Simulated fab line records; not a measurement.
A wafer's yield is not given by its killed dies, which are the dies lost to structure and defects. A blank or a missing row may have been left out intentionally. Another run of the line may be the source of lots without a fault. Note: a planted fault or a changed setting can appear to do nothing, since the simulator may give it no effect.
Matching of chambers | flow nandHarc | NHARC_A_WL_FILL_ALD_00 on aldHk-04: 4 sister chambers
The step deposits Al2O3, target thk 3 nm, pulse time 3 s, ald cycles 30. 4 wafers are shown with their chamber, then 7 later ones without.

## WAFERS WITH THEIR CHAMBER
wafer  | chamber | heaterPowerOuterW (W)
L576.6 | 3       | 250
L583.5 | 0       | 206
L581.3 | 1       | 241
L581.4 | 2       | 263

## WAFERS WITHOUT THEIR CHAMBER
wafer  | heaterPowerOuterW (W)
L581.6 | 264
L588.2 | 242
L588.3 | 204
L588.5 | 255
L585.4 | 204
L585.5 | 208
L585.6 | 248

## WHICH CHAMBER EACH ONE RAN IN
wafer  | from the rows above     | in truth
L581.6 | 2                       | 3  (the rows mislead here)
L588.2 | 1                       | 1
L588.3 | 0                       | 0
L588.5 | can't be placed: 3 or 2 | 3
L585.4 | 0                       | 0
L585.5 | 0                       | 0
L585.6 | 3                       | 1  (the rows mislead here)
Correctly placed: 4 of 7. Can't be placed from these rows: 1 (the true chamber is among the candidates in 1). 2 placed wrongly.
How it was worked out, from the rows above alone: a wafer's distance from a chamber is the root of the sum, over the readings, of the square of ((its reading less the chamber's mean) divided by the reading's scatter). If the next closest chamber is less than 2 further off than the closest, the wafer can't be placed; otherwise it belongs to the closest. A chamber's mean is the mean of its shown wafers. The scatter: root of mean squared gap, hidden wafer to nearest shown wafer, with one shown wafer a chamber.
